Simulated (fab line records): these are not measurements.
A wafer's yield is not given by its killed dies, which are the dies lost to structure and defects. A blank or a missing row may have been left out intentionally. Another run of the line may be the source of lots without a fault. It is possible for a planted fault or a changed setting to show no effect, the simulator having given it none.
Which tool was responsible? -- flow n5-finfet -- 24 lots, 72 wafers sampled, at 6 steps of a route of 1938

## WHAT THE GAUGES SHOWED, per wafer
N5_BEOL_M4_CD_MEAS_11: the cd target is 16.79 nm.
lot,measured,on,cd-nm (nm)
L074,day 7 04:09,cd-sem-02,16.73 17.00 16.44
L075,day 7 15:43,cd-sem-03,16.63 16.56 16.91
L076,day 8 11:41,cd-sem-02,17.23 17.44 16.74
L077,day 8 19:23,cd-sem-01,16.80 16.94 16.62
L078,day 9 02:23,cd-sem-01,16.85 16.85 16.59
L080,day 9 08:49,cd-sem-01,16.97 16.70 16.90
L079,day 9 09:02,cd-sem-03,16.77 16.68 16.80
L082,day 9 13:27,cd-sem-02,16.76 17.26 17.18
L081,day 9 22:35,cd-sem-03,17.20 16.92 16.83
L085,day 10 04:09,cd-sem-02,17.00 16.68 16.94
L083,day 10 08:46,cd-sem-02,17.13 16.94 16.57
L084,day 10 16:24,cd-sem-03,17.33 16.95 17.06
L086,day 10 18:56,cd-sem-02,16.67 16.38 16.50
L088,day 10 23:04,cd-sem-01,16.63 17.08 16.50
L087,day 11 03:18,cd-sem-02,16.69 16.82 16.52
L089,day 11 07:19,cd-sem-02,16.52 16.46 16.62
L090,day 12 02:55,cd-sem-03,16.81 16.48 16.86
L091,day 12 04:29,cd-sem-03,16.87 16.94 16.59
L093,day 12 07:19,cd-sem-01,16.77 16.76 16.80
L092,day 12 09:31,cd-sem-02,16.84 16.49 16.34
L094,day 12 12:39,cd-sem-03,16.90 17.04 16.77
L095,day 13 19:27,cd-sem-03,16.86 16.80 16.58
L096,day 13 19:32,cd-sem-02,17.52 16.71 16.97
L097,day 13 21:02,cd-sem-01,16.42 16.73 16.55

N5_BEOL_M4_OVL_MEAS_12.
lot,measured,on,M4_OVL (nm)
L074,day 7 04:11,overlay-01,1.7 1.7 0.6
L075,day 7 15:44,overlay-01,0.6 -0.4 0.7
L076,day 8 11:44,overlay-02,0.5 0.3 0.6
L077,day 8 19:26,overlay-01,1.0 0.9 1.4
L078,day 9 02:25,overlay-01,1.4 2.0 1.2
L080,day 9 08:52,overlay-01,0.1 1.0 1.3
L079,day 9 09:04,overlay-02,-1.8 -1.6 -0.4
L082,day 9 13:29,overlay-02,0.7 1.0 -0.1
L081,day 9 22:37,overlay-02,1.8 0.0 1.3
L085,day 10 04:11,overlay-01,0.1 1.0 0.4
L083,day 10 08:49,overlay-01,0.7 -0.6 0.0
L084,day 10 16:26,overlay-01,0.5 0.4 0.5
L086,day 10 18:58,overlay-02,0.4 1.4 1.1
L088,day 10 23:05,overlay-01,1.3 0.6 0.6
L087,day 11 03:20,overlay-01,-0.2 0.3 0.0
L089,day 11 07:22,overlay-01,0.5 0.2 -0.4
L090,day 12 02:57,overlay-01,1.0 -0.3 1.5
L091,day 12 04:32,overlay-02,0.9 0.8 0.0
L093,day 12 07:21,overlay-01,-0.9 -0.5 -1.0
L092,day 12 09:33,overlay-01,1.7 2.5 1.4
L094,day 12 12:41,overlay-01,1.6 0.9 0.7
L095,day 13 19:29,overlay-02,1.1 1.8 0.8
L096,day 13 19:34,overlay-02,0.8 0.5 0.7
L097,day 13 21:04,overlay-02,-1.0 -1.2 -0.5

N5_BEOL_M4_INSPECT_30: inspects for defects (brightfield).
lot,measured,on,raw-defect-count
L074,day 7 05:25,defect-inspect-02,525 424 352
L075,day 7 17:09,defect-inspect-02,586 473 366
L076,day 8 12:52,defect-inspect-02,428 414 391
L077,day 8 20:22,defect-inspect-02,803 436 572
L078,day 9 03:40,defect-inspect-01,404 413 419
L080,day 9 09:47,defect-inspect-01,418 378 419
L079,day 9 10:00,defect-inspect-01,374 318 483
L082,day 9 14:33,defect-inspect-02,415 445 381
L081,day 9 23:49,defect-inspect-02,358 456 578
L085,day 10 05:07,defect-inspect-01,349 333 295
L083,day 10 09:49,defect-inspect-02,500 354 274
L084,day 10 17:22,defect-inspect-02,493 521 478
L086,day 10 20:02,defect-inspect-01,552 533 731
L088,day 11 00:09,defect-inspect-02,403 478 498
L087,day 11 04:55,defect-inspect-01,322 375 486
L089,day 11 08:20,defect-inspect-01,409 355 394
L090,day 12 03:53,defect-inspect-02,437 529 378
L091,day 12 05:32,defect-inspect-02,527 556 482
L093,day 12 08:25,defect-inspect-02,446 357 406
L092,day 12 10:35,defect-inspect-01,405 387 663
L094,day 12 13:37,defect-inspect-01,465 351 347
L095,day 13 20:39,defect-inspect-02,459 414 372
L096,day 13 20:52,defect-inspect-01,322 342 306
L097,day 13 22:04,defect-inspect-01,438 526 460

N5_BEOL_M5_THK_MEAS_01.
lot,measured,on,M5_ILD_THK (nm)
L074,day 7 17:19,film-metro-02,119.9 121.3 122.8
L075,day 8 21:47,film-metro-01,119.8 121.4 122.7
L076,day 9 00:43,film-metro-02,120.8 123.6 123.3
L077,day 9 04:31,film-metro-01,118.2 120.2 119.6
L078,day 9 12:26,film-metro-01,122.4 123.2 123.3
L080,day 10 00:50,film-metro-01,119.7 122.4 120.8
L079,day 10 03:34,film-metro-02,122.7 122.8 124.0
L082,day 10 06:23,film-metro-01,124.1 124.1 121.8
L081,day 10 09:00,film-metro-02,120.1 119.5 123.1
L085,day 10 12:47,film-metro-01,119.8 117.8 121.9
L083,day 11 03:56,film-metro-01,122.2 122.8 122.2
L084,day 11 05:32,film-metro-02,121.6 124.9 121.4
L086,day 11 09:38,film-metro-02,120.4 121.8 121.2
L088,day 11 11:31,film-metro-02,120.0 120.8 122.0
L087,day 11 11:39,film-metro-02,119.9 121.5 122.0
L089,day 12 01:55,film-metro-02,121.4 123.2 124.2
L090,day 12 13:29,film-metro-01,122.5 122.5 123.9
L091,day 12 17:26,film-metro-02,119.9 121.4 120.0
L093,day 12 19:15,film-metro-01,119.5 123.1 122.5
L092,day 13 00:10,film-metro-01,122.6 121.4 123.5
L094,day 13 00:56,film-metro-02,121.3 121.4 123.0
L095,day 14 05:55,film-metro-02,119.0 121.5 121.3
L096,day 14 09:17,film-metro-01,118.6 120.0 121.7
L097,day 14 07:51,film-metro-01,121.5 124.4 123.1

N5_BEOL_M5_CD_MEAS_11: the cd target is 27.74 nm.
lot,measured,on,cd-nm (nm)
L074,day 7 18:47,cd-sem-03,27.74 28.08 27.70
L075,day 8 22:59,cd-sem-02,27.87 28.16 27.64
L076,day 9 02:51,cd-sem-02,27.67 28.00 27.56
L077,day 9 06:52,cd-sem-03,28.34 28.41 28.22
L078,day 9 13:30,cd-sem-03,28.21 28.14 28.02
L080,day 10 02:20,cd-sem-01,28.15 28.50 28.17
L079,day 10 04:16,cd-sem-03,28.44 28.12 27.61
L082,day 10 07:43,cd-sem-01,28.16 28.02 28.09
L081,day 10 12:30,cd-sem-03,28.20 27.73 28.57
L085,day 10 13:30,cd-sem-01,27.88 28.26 28.33
L083,day 11 04:34,cd-sem-01,28.25 27.77 28.21
L084,day 11 06:48,cd-sem-03,27.91 27.82 28.11
L086,day 11 10:52,cd-sem-02,28.68 28.31 27.87
L088,day 11 12:37,cd-sem-02,28.09 28.02 27.86
L087,day 11 12:46,cd-sem-03,27.55 28.08 28.14
L089,day 12 03:06,cd-sem-02,28.22 27.83 28.07
L090,day 12 14:35,cd-sem-02,27.92 27.97 27.95
L091,day 12 19:10,cd-sem-03,27.71 28.21 28.27
L093,day 12 19:55,cd-sem-03,27.74 27.78 27.62
L092,day 13 04:07,cd-sem-03,27.67 27.90 27.67
L094,day 13 04:25,cd-sem-02,27.55 27.81 27.77
L095,day 14 07:22,cd-sem-01,28.18 27.83 27.76
L096,day 14 11:46,cd-sem-01,28.16 27.61 27.85
L097,day 14 08:23,cd-sem-02,28.29 28.50 28.52

## EACH LOT AND THE TOOL THAT RAN IT (in order: tool; ch and the chambers of the sampled wafers; start)
lot,N5_BEOL_M4_ILD_DEP_00
L074,"pecvd-01 ch 0,1,2, day 7 03:28"
L075,"pecvd-02 ch 0,2, day 7 14:40"
L076,"pecvd-02 ch 0,1,2, day 8 10:58"
L077,"pecvd-03 ch 0,1,2, day 8 17:31"
L078,"pecvd-03 ch 0,1, day 8 23:29"
L080,"pecvd-02 ch 0,1,2, day 9 07:25"
L079,"pecvd-02 ch 0,1,2, day 9 07:39"
L082,"pecvd-01 ch 0,1,2, day 9 12:21"
L081,"pecvd-02 ch 0,1,2, day 9 20:27"
L085,"pecvd-01 ch 0,1,2, day 10 02:10"
L083,"pecvd-01 ch 0,1,2, day 10 08:05"
L084,"pecvd-01 ch 0,1, day 10 13:47"
L086,"pecvd-02 ch 0,1, day 10 17:58"
L088,"pecvd-03 ch 0,2, day 10 21:57"
L087,"pecvd-01 ch 0,1,2, day 11 02:09"
L089,"pecvd-03 ch 0,2, day 11 06:38"
L090,"pecvd-01 ch 0,1,2, day 12 01:09"
L091,"pecvd-01 ch 0,1,2, day 12 03:01"
L093,"pecvd-01 ch 0,2, day 12 04:59"
L092,"pecvd-02 ch 1, day 12 08:01"
L094,"pecvd-02 ch 0,1,2, day 12 11:41"
L095,"pecvd-02 ch 0,2, day 13 17:04"
L096,"pecvd-03 ch 1,2, day 13 18:16"
L097,"pecvd-02 ch 0,1,2, day 13 19:55"
- N5_BEOL_M4_ILD_DEP_00: deposits SiOC from DEMS/O2, target thk 79 nm, time 15.3 s.

## WHAT THE TOOLS THEMSELVES READ (means of the sampled wafers that have a number; where no wafer has one, the mark that the record gives instead)
N5_BEOL_M4_ILD_DEP_00.
lot,tool,heater-power-w (W),showerhead-plenum-p-Torr (Torr),throttle-valve-pct (%)
L074,pecvd-01,529,5.691,11.4
L075,pecvd-02,473,5.674,11.4
L076,pecvd-02,483,5.701,11.6
L077,pecvd-03,494,5.689,12.4
L078,pecvd-03,473,5.696,12.8
L080,pecvd-02,461,5.690,11.8
L079,pecvd-02,434,5.693,11.7
L082,pecvd-01,518,5.677,11.6
L081,pecvd-02,468,5.689,11.6
L085,pecvd-01,515,5.689,11.7
L083,pecvd-01,513,5.688,11.8
L084,pecvd-01,585,5.689,11.4
L086,pecvd-02,501,5.703,11.9
L088,pecvd-03,462,5.684,11.9
L087,pecvd-01,508,5.683,11.6
L089,pecvd-03,434,5.686,12.1
L090,pecvd-01,504,5.680,11.7
L091,pecvd-01,520,5.677,11.7
L093,pecvd-01,459,5.683,12.0
L092,pecvd-02,502,5.720,12.1
L094,pecvd-02,482,5.701,11.7
L095,pecvd-02,455,5.677,11.7
L096,pecvd-03,529,5.705,12.7
L097,pecvd-02,466,5.690,11.8

## THE ANSWER, worked out from the rows above alone
Rule: what is usual is taken from the lots themselves. The widest of any qualifying gaps counts: lots, ordered by their means at a reading, are off when they make up no more than a third of the lots, leave a main group of 4 or more, and stand apart from it by 3 or more times the standard deviation of that group's means. The tables above print the reading to a certain number of digits; a main group whose means all agree to those digits is not used. A lot without any number at a reading at which 4 lots or more have one is off too. All remaining lots with rows at the step are treated as sound. The gauges are gone through in route order, then the tools' own readings, and for those a lot's mean is taken as printed above. At the first step where some lot is off, the reading lying furthest off is the one used; lots without a number count as furthest.
Nothing can be told from this: no lot is off at any reading shown.

## WHAT THE SIMULATOR HAD INSERTED
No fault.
